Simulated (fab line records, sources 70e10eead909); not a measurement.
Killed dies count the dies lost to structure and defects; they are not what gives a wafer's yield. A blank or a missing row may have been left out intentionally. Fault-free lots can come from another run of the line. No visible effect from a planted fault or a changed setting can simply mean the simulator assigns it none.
fab line records	flow nand-harc
[record] lots = 14	wafers = 42	last-day = 33
route steps=1302 shown A_ONON_D1@424 A_BONDPAD@1227 THIN_TSV@1269 END@1302
lots that met no fault: taken from a fault-free run of the same line
start-h: start of the lot's first displayed wafer, in hours after the record's first day	wait-h: hours from the lot's prior step to this one	" repeats the value in the row above	L1.1+2: one row covering several wafers at once	- either no value or no given start	* or withheld: withheld	< > ~ a bound
route shown NAME@n: NAME is a module with steps in the file, n the number in the route of the first one	usual: mean/standard deviation taken from wafers without a fault	same: alike in all rows	chamber/n: place in a boat	sites: per-site readings	_std_site: the standard deviation of these	_edge_site: inner sites' mean taken away from outer sites' mean	radius-mm: for every site, how far away it sits from the centre of the wafer	mask NAME#n: copy n	behind: the last tool/chamber to shape the wafer	hold: why the lot was held/for how many hours/how that ended	device: transistor that didn't switch, given as n, p or np	end of line: the tests these same wafers got at the end of their route	step lacking rows: just its recipe	killed: not the wafer's yield, but the dies lost to structure and defects at the first sort	map: the dies of a wafer, with x for killed, . for not killed, _ for no die there
set.NAME: the setting that was run; set.NAME@STEP: the one run at that earlier step	model.NAME: the simulator's own value behind a step, which no gauge read
a sample of lots followed through the steps of the route, with each step as a table and each wafer as a row
services: a tool's chamber out of use, with start hour (start-h, from the record's first day; less than 0 if before it), hours out, and reason
[[steps]]
[step NHARC_A_ONON_D1_DEP_00]
[recipe] target-thk-a = 10000	n2-flow-sccm = 2750	n2o-flow-sccm = 2000	nh3-flow-sccm = 500	sih4-flow-sccm = 210	temp-c = 400
lot.wafer	tool	chamber	start-h	wait-h
L179.3+4+6	pecvd-onon-02	0	158.00	0.2
L180.3+4+5	pecvd-onon-01	0	175.37	0.2
L182.1+2+4	pecvd-onon-01	0	195.90	0.1
L183.2+4+6	pecvd-onon-01	0	204.42	0.1
L186.1+2+4	pecvd-onon-01	0	233.12	0.1
L188.1+4+6	pecvd-onon-01	0	259.28	0.1
L194.2+3+5	pecvd-onon-02	0	308.01	0.1
L196.2+3+5	pecvd-onon-01	0	329.93	0.1
L197.4+5+6	pecvd-onon-01	0	346.75	0.2
L199.1+3+4	pecvd-onon-02	0	353.42	0.1
L198.4+5+6	pecvd-onon-01	0	353.59	0.2
L200.1+2+6	pecvd-onon-01	0	373.01	0.1
L201.2+5+6	pecvd-onon-02	0	379.72	0.1
L202.1+2+5	pecvd-onon-01	0	390.50	0.1
[step NHARC_A_BONDPAD_PVD_17]
[recipe] target-thk-a = 50	bias-v = 168.6	power-w = 15000	chamber-pressure-pa = 0.12	time-s = 8.06	substrate-temp-c = 50	material = TaN
[usual] substrate-temp-c = 50.01/0.11	throttle-valve-pct = 29.6/1.2
[same] time-s = 8.06
lot.wafer	tool	chamber	start-h	wait-h	substrate-temp-c	throttle-valve-pct
L179.3	pvd-sputter-01	-	-	-	50.02	29.1
L179.4	"	-	"	"	49.96	27.5
L179.6	"	-	"	"	50.09	28.9
L180.4	pvd-sputter-01	-	-	-	50.02	27.6
L180.3	"	-	"	"	50.08	31.1
L180.5	"	-	"	"	49.98	29.3
L182.4	pvd-sputter-01	-	-	-	49.97	27.5
L182.1	"	-	"	"	50.18	31.2
L182.2	"	-	"	"	50.09	29.3
L183.2	pvd-sputter-02	-	-	-	49.77	30.4
L183.4	"	-	"	"	50.04	29.1
L183.6	"	-	"	"	49.99	30.5
L186.4	pvd-sputter-01	-	-	-	50.16	30.6
L186.2	"	-	"	"	50.14	29.3
L186.1	"	-	"	"	50.00	29.0
L188.4	pvd-sputter-01	-	-	-	49.97	29.2
L188.1	"	-	"	"	50.07	29.2
L188.6	"	-	"	"	50.21	30.7
L194.3	pvd-sputter-01	-	656.86	-	50.08	28.3
L194.2	"	-	"	"	49.78	29.5
L194.5	"	-	"	"	50.07	28.3
L196.2	pvd-sputter-03	-	-	-	50.09	31.3
L196.3	"	-	"	"	49.72	29.8
L196.5	"	-	"	"	50.04	29.8
L199.3	pvd-sputter-02	-	-	-	50.09	29.1
L199.1	"	-	"	"	49.77	29.9
L199.4	"	-	"	"	50.22	30.4
L197.4	pvd-sputter-03	-	-	-	49.86	29.3
L197.6	"	-	"	"	50.03	27.8
L197.5	"	-	"	"	50.04	30.9
L198.4	pvd-sputter-01	-	-	-	49.94	29.4
L198.6	"	-	"	"	49.97	31.0
L198.5	"	-	"	"	50.21	29.4
L201.2	pvd-sputter-03	-	-	-	50.09	30.8
L201.5	"	-	"	"	50.05	29.6
L201.6	"	-	"	"	50.14	28.3
L200.2	pvd-sputter-03	-	-	-	50.03	27.6
L200.1	"	-	"	"	50.29	31.0
L200.6	"	-	"	"	50.04	30.7
L202.1	pvd-sputter-03	-	-	-	50.05	30.8
L202.2	"	-	"	"	49.90	27.9
L202.5	"	-	"	"	49.83	30.5
[step NHARC_THIN_TSV_STRIP_62]
[recipe] power-w = 1500	temp-c = 250	time-s = 20	chemistry = N2/H2
[usual] drypump-motor-current-A = 5.52/0.3	heater-power-w = 345/21
[same] time-s = 20
lot.wafer	tool	chamber	start-h	wait-h	drypump-motor-current-A	heater-power-w	rf-hours-counter-h
L179.3	plasma-asher-01	0	543.37	-	5.36	374	-
L179.4	"	1	"	"	5.09	335	-
L179.6	"	1	"	"	5.12	329	-
L180.3	plasma-asher-02	0	557.43	-	5.77	318	-
L180.4	"	1	"	"	5.84	331	-
L180.5	"	0	"	"	5.72	323	-
L182.2	plasma-asher-01	0	568.00	-	5.35	372	8
L182.1	"	1	"	"	5.10	343	8
L182.4	"	1	"	"	5.12	345	-
L183.2	plasma-asher-02	1	580.43	-	5.85	333	32
L183.4	"	1	"	"	5.83	333	-
L183.6	"	1	"	"	5.85	347	-
L186.2	plasma-asher-01	0	609.99	-	5.36	377	18
L186.1	"	1	"	"	5.11	338	18
L186.4	"	0	"	"	5.36	387	-
L188.1	plasma-asher-02	0	636.15	-	5.80	329	4
L188.4	"	0	"	"	5.79	329	-
L188.6	"	1	"	"	5.84	335	-
L194.2	plasma-asher-02	0	673.23	-	5.76	329	11
L194.3	"	1	"	"	5.81	325	-
L194.5	"	0	"	"	5.76	328	-
L196.2	plasma-asher-02	0	708.85	-	5.77	320	18
L196.3	"	0	"	"	5.78	328	-
L196.5	"	0	"	"	5.76	328	-
L199.1	plasma-asher-01	0	749.22	-	5.34	368	8
L199.4	"	1	"	"	5.15	370	-
L199.3	"	0	"	"	5.33	362	-
L197.4	plasma-asher-01	0	750.43	-	5.38	373	-
L197.5	"	1	"	"	5.10	367	-
L197.6	"	0	"	"	5.36	371	-
L198.4	plasma-asher-01	1	751.63	-	5.07	377	-
L198.5	"	0	"	"	5.37	370	-
L198.6	"	1	"	"	5.11	366	-
L201.2	plasma-asher-01	1	759.21	-	5.14	361	10
L201.6	"	0	"	"	5.37	370	-
L201.5	"	1	"	"	5.14	358	-
L200.2	plasma-asher-01	1	760.88	-	5.15	377	11
L200.1	"	0	"	"	5.32	377	11
L200.6	"	0	"	"	5.33	362	-
L202.1	plasma-asher-02	1	771.12	-	5.80	330	31
L202.2	"	0	"	"	5.78	323	31
L202.5	"	0	"	"	5.80	323	-
[step NHARC_THIN_TSV_ANNEAL_52]
[recipe] temp-c = 225	time-s = 90
[usual] wafer_temp_C_max = 226.9/0.37
[same] time-s = 90
lot.wafer	tool	chamber	start-h	wait-h	wafer_temp_C_max
L179.3	rtp-anneal-01	0	545.10	0.7	226.7
L179.4	"	0	"	"	226.8
L179.6	"	0	"	"	227.1
L180.3	rtp-anneal-02	0	558.96	0.6	226.6
L180.4	"	0	"	"	227.3
L180.5	"	0	"	"	227.1
L182.1	rtp-anneal-02	0	569.56	0.7	227.2
L182.2	"	0	"	"	227.4
L182.4	"	0	"	"	227.0
L183.2	rtp-anneal-01	0	581.83	0.6	226.9
L183.4	"	0	"	"	226.9
L183.6	"	0	"	"	226.7
L186.1	rtp-anneal-01	0	611.35	0.6	226.8
L186.2	"	0	"	"	227.7
L186.4	"	0	"	"	226.5
L188.1	rtp-anneal-01	0	637.47	0.5	226.6
L188.4	"	0	"	"	227.1
L188.6	"	0	"	"	226.6
L194.2	rtp-anneal-01	0	674.60	0.6	227.4
L194.3	"	0	"	"	226.8
L194.5	"	0	"	"	227.2
L196.2	rtp-anneal-02	0	710.25	0.7	227.3
L196.3	"	0	"	"	227.4
L196.5	"	0	"	"	227.2
L199.1	rtp-anneal-01	0	751.03	1.0	226.7
L199.3	"	0	"	"	225.9
L199.4	"	0	"	"	227.5
L197.4	rtp-anneal-01	0	751.91	0.6	226.8
L197.5	"	0	"	"	226.4
L197.6	"	0	"	"	227.2
L198.4	rtp-anneal-01	0	753.07	0.6	226.9
L198.5	"	0	"	"	227.2
L198.6	"	0	"	"	226.5
L201.2	rtp-anneal-02	0	760.61	0.7	227.4
L201.5	"	0	"	"	226.3
L201.6	"	0	"	"	226.6
L200.1	rtp-anneal-02	0	762.24	0.5	227.2
L200.2	"	0	"	"	226.7
L200.6	"	0	"	"	227.1
L202.1	rtp-anneal-01	0	772.49	0.6	226.3
L202.2	"	0	"	"	227.2
L202.5	"	0	"	"	227.0
[step NHARC_END_SORT_01]
[recipe] temp-c = 25
[usual] killed-at-array = 60/21	killed-at-other = 1.0/1.2	killed-at-periphery = 4.2/2.8	killed-dies = 65/20	killed-open = 3.1/1.8	killed-short = 2.6/1.6
[same] gross-dies = 677
lot.wafer	tool	chamber	start-h	wait-h	killed-at-array	killed-at-other	killed-at-periphery	killed-dies	killed-open	killed-short
L186.1	prober-02	0	623.16	2.5	144	1	4	149	5	3
L186.2	prober-02	0	623.96	2.8	151	0	2	153	4	3
L186.4	prober-02	0	625.55	3.4	148	1	1	150	1	4
L188.1	prober-01	0	648.58	2.5	102	0	3	105	0	3
L188.4	prober-01	0	651.01	3.4	114	2	3	119	4	2
L188.6	prober-01	0	652.62	4.0	132	0	4	136	2	3
// killed by level:class
L186.1 A_ONON_D1:unspecified=73 A_CHANNEL_HOLE_D2:chamber-film-flake=30 A_SLIT:chamber-film-flake=15 A_CHANNEL_HOLE_D1:chamber-film-flake=12 A_STAIRCASE:chamber-film-flake=4 A_CONTACT:chamber-film-flake=3 A_CHANNEL_FILL_D2:geometric-particle:open=2 P_ZERO_WELL:chamber-film-flake=2
L186.2 A_ONON_D1:unspecified=74 A_CHANNEL_HOLE_D1:chamber-film-flake=29 A_SLIT:chamber-film-flake=24 A_CHANNEL_HOLE_D2:chamber-film-flake=11 P_ZERO_WELL:chamber-film-flake=2 A_STAIRCASE:chamber-film-flake=2 A_CONTACT:chamber-film-flake=2 A_SOURCE_PLATE:geometric-particle:short=1
L186.4 A_ONON_D1:unspecified=78 A_CHANNEL_HOLE_D1:chamber-film-flake=33 A_SLIT:chamber-film-flake=13 A_CHANNEL_HOLE_D2:chamber-film-flake=11 A_CONTACT:chamber-film-flake=3 A_M0:chamber-film-flake=3 A_WL_FILL:chamber-film-flake=2 A_SOURCE_PLATE:geometric-particle:short=1
L188.1 A_ONON_D1:unspecified=72 A_CHANNEL_HOLE_D1:chamber-film-flake=17 A_SGD_CUT:chamber-film-flake=4 A_CHANNEL_HOLE_D2:unspecified=3 P_CONTACT:chamber-film-flake=2 P_M0:geometric-particle:short=1 A_CHANNEL_HOLE_D1:geometric-particle:short=1 A_CHANNEL_FILL_D2:geometric-particle:short=1
L188.4 A_ONON_D1:unspecified=82 A_CHANNEL_HOLE_D1:chamber-film-flake=14 A_CHANNEL_HOLE_D2:chamber-film-flake=3 A_SGD_CUT:chamber-film-flake=3 A_CONTACT:chamber-film-flake=3 THIN_TSV:chamber-film-flake=2 P_CONTACT:geometric-particle:open=1 P_M0:geometric-particle:open=1
L188.6 A_ONON_D1:unspecified=86 A_CHANNEL_HOLE_D1:chamber-film-flake=32 A_STAIRCASE:chamber-film-flake=3 A_SGD_CUT:chamber-film-flake=3 P_M0:geometric-particle:open=2 A_WL_FILL:geometric-particle:short=2 P_CONTACT:chamber-film-flake=2 A_CONTACT:geometric-particle:short=1
[[services]]
tool	chamber	start-h	hours	kind
plasma-asher-01	-	165.00	9.0	pm
pvd-sputter-01	-	181.12	5.5	repair
pvd-sputter-01	-	210.73	6.8	repair
pvd-sputter-01	-	226.03	10.0	pm
plasma-asher-02	-	249.25	9.0	pm
pecvd-onon-01	-	269.04	13.0	pm
pvd-sputter-01	-	336.91	1.9	repair
plasma-asher-01	-	342.00	9.0	pm
rtp-anneal-01	-	372.00	12.0	pm
pvd-sputter-01	-	389.86	1.5	repair
pvd-sputter-01	-	404.03	10.0	pm
plasma-asher-02	-	426.29	9.0	pm
pecvd-onon-01	-	450.04	13.0	pm
plasma-asher-01	-	519.00	9.0	pm
plasma-asher-02	-	519.02	5.1	repair
pvd-sputter-01	-	582.05	10.0	pm
plasma-asher-02	-	603.29	9.0	pm
pecvd-onon-01	-	631.05	13.0	pm
pvd-sputter-01	-	650.57	1.7	repair
plasma-asher-01	-	696.00	9.0	pm
plasma-asher-02	-	712.57	1.6	repair
plasma-asher-01	-	726.08	1.9	repair
pecvd-onon-01	-	727.18	2.0	repair
pvd-sputter-01	-	760.05	10.0	pm
[[key]]
[first-sign] step = NHARC_END_SORT_01	reading = killed-dies	direction = up	sigmas = 3.5	usual = 65	struck = 135
[effect] step = NHARC_END_SORT_01	reading = killed-at-array	direction = up	sigmas = 3.5	usual = 60	struck = 132
[more-kills-born-at] NHARC_A_ONON_D1_DEP_00@pecvd-onon-01 = 465
met-at NHARC_A_ONON_D1_DEP_00
struck-lots L186,L188
tester-left-out L186,L188
not-acting-at NHARC_A_BONDPAD_PVD_17,NHARC_THIN_TSV_STRIP_62,NHARC_THIN_TSV_ANNEAL_52
onset-between 204.42 233.12
[fault] kind = chamber-particle-source	tool = pecvd-onon-01	chamber = -	onset-h = 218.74	steps = NHARC_A_ONON_D1_DEP_00	rate-per-visit-cm2 = 0.97706	end-h = 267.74
// tester-left-out: of these lots the tester's yield and bins aren't shown, on N5 and GAA mostly nor the transistor test; their killed dies are dies lost to structure and defects alone, not to doping, threshold or leakage, so they don't give the yield
